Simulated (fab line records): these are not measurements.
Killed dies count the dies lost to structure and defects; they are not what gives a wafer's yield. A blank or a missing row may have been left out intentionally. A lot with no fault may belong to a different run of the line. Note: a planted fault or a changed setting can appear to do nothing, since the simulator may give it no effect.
Which tool was responsible? -- flow n5 finfet -- 17 wafers sampled from 6 lots at 1 step of a route of 1938

WHAT THE GAUGES READ, wafer by wafer
N5_HKMG_FIN_OVL_MEAS_50.
lot,measured,on,NDIPOLE_OVL (nm)
L625,day 4 09:31,overlay-02,-0.5 0.9 0.7
L629,day 5 06:39,overlay-01,-0.8 -1.2 -1.0
L631,day 5 17:30,overlay-02,-0.9 -0.4
L634,day 6 13:28,overlay-02,0.1 0.2 0.9
L636,day 7 01:37,overlay-01,-0.1 0.9 1.0
L641,day 8 11:34,overlay-01,-0.8 -0.3 -0.6

TOOL THAT RAN EACH LOT (tool first, then ch and the chambers of the sampled wafers, then the start)
Before these readings, the record contains no process step.

THE ANSWER, worked out from the rows above alone
Rule: what is usual is taken from the lots themselves. The widest of any qualifying gaps counts: lots, ordered by their means at a reading, are off when they make up no more than a third of the lots, leave a main group of 4 or more, and stand apart from it by 3 or more times the standard deviation of that group's means. A main group whose means are all the same, to the digits that the tables above print for the reading, isn't used. A lot without any number at a reading at which 4 lots or more have one is off too. Where the step has rows for the other lots, those lots are counted as sound.
Across all readings shown, no lot is off: no conclusion can be drawn from this.

WHAT THE SIMULATOR HAD PUT IN
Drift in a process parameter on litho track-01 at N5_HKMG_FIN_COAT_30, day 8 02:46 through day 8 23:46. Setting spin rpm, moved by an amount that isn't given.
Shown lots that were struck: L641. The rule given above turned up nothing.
